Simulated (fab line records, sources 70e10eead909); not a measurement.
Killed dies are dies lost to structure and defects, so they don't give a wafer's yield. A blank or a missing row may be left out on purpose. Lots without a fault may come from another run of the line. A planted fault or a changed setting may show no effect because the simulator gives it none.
Chamber matching | flow nand_harc | NHARC_A_BLC_ETCH_16 on rie_diel-09: 4 sister chambers
The step etches the open film in CF4, target depth 39 nm, time 65 s. 8 wafers are shown with their chamber, then 7 later ones without.

WAFERS WITH THEIR CHAMBER
wafer  | chamber | drypump_motor_current_A (A) | oes_product_au (a.u.)
L860.2 | 2       | 6.5                         | 1.003
L865.1 | 2       | 6.5                         | 0.995
L865.2 | 3       | 5.4                         | 1.002
L865.3 | 0       | 5.1                         | 0.998
L873.3 | 3       | 5.5                         | 1.006
L873.5 | 1       | 5.1                         | 1.000
L875.1 | 0       | 5.1                         | 0.978
L875.3 | 1       | 5.1                         | 0.999

WAFERS WITHOUT THEIR CHAMBER
wafer  | drypump_motor_current_A (A) | oes_product_au (a.u.)
L875.6 | 5.1                         | 0.993
L877.2 | 5.1                         | 1.012
L877.3 | 6.4                         | 1.008
L877.6 | 5.4                         | 0.993
L880.2 | 6.5                         | 0.992
L880.5 | 5.4                         | 0.987
L880.6 | 6.5                         | 0.998

WHICH CHAMBER EACH WENT THROUGH
wafer  | from the rows above     | in truth
L875.6 | can't be placed: 0 or 1 | 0
L877.2 | can't be placed: 1 or 0 | 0
L877.3 | 2                       | 2
L877.6 | 3                       | 3
L880.2 | 2                       | 2
L880.5 | 3                       | 3
L880.6 | 2                       | 2
Placed correctly: 5 of 7. Can't be placed from these rows: 2 (the true chamber is among the candidates in 2). Placed wrongly: 0.
How it was worked out, from the rows above alone: a wafer's distance from a chamber is the root of the sum, over the readings, of the square of ((its reading less the chamber's mean) divided by the reading's scatter). The wafer belongs to the nearest chamber; if the next one is less than 2 further off, it can't be placed. A chamber's mean is the mean of its shown wafers. The scatter: the root of (the sum of the squares of (reading less its chamber's mean) over the shown wafers, divided by (wafers less chambers)).
